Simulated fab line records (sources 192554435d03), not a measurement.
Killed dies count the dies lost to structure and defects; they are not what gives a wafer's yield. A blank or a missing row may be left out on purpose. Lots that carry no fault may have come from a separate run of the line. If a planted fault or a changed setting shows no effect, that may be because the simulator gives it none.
Matching of chambers | flow n5 finfet | rie diel-06 running N5_GATE_CUT_ETCH_37: 4 sister chambers
The step etches SOC in N2/H2, target depth 60 nm, overetch 12 nm, time 90 s. 4 wafers are shown with their chamber, then 7 later ones without.

WAFERS WITH THEIR CHAMBER
wafer  | chamber | showerhead plenum p Torr (Torr)
L081.6 | 3       | 2.61
L085.3 | 0       | 2.62
L085.4 | 1       | 2.51
L085.5 | 2       | 2.58

WAFERS WITH NO CHAMBER GIVEN
wafer  | showerhead plenum p Torr (Torr)
L085.6 | 2.62
L087.2 | 2.62
L087.3 | 2.57
L087.6 | 2.51
L088.2 | 2.60
L088.4 | 2.57
L088.6 | 2.60

WHICH CHAMBER EACH ONE RAN IN
wafer  | from the rows above          | in truth
L085.6 | can't be placed: 0 or 3      | 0
L087.2 | can't be placed: 0 or 3      | 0
L087.3 | 2                            | 2
L087.6 | 1                            | 1
L088.2 | can't be placed: 3 or 0 or 2 | 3
L088.4 | 2                            | 2
L088.6 | can't be placed: 3 or 0 or 2 | 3
Placed correctly: 3 of 7. From these rows, 4 cannot be placed; in 4 the true chamber is one of the candidates. Placed wrongly: 0.
How it was worked out, from the rows above alone: a wafer's distance from a chamber is the root of the sum, over the readings, of the square of ((its reading less the chamber's mean) divided by the reading's scatter). If the next closest chamber is less than 2 further off than the closest, the wafer can't be placed; otherwise it belongs to the closest. A chamber's mean is the mean of its shown wafers. The scatter (one wafer shown for each chamber): square how far every hidden wafer sits from the nearest shown wafer, average those squares and take the square root.
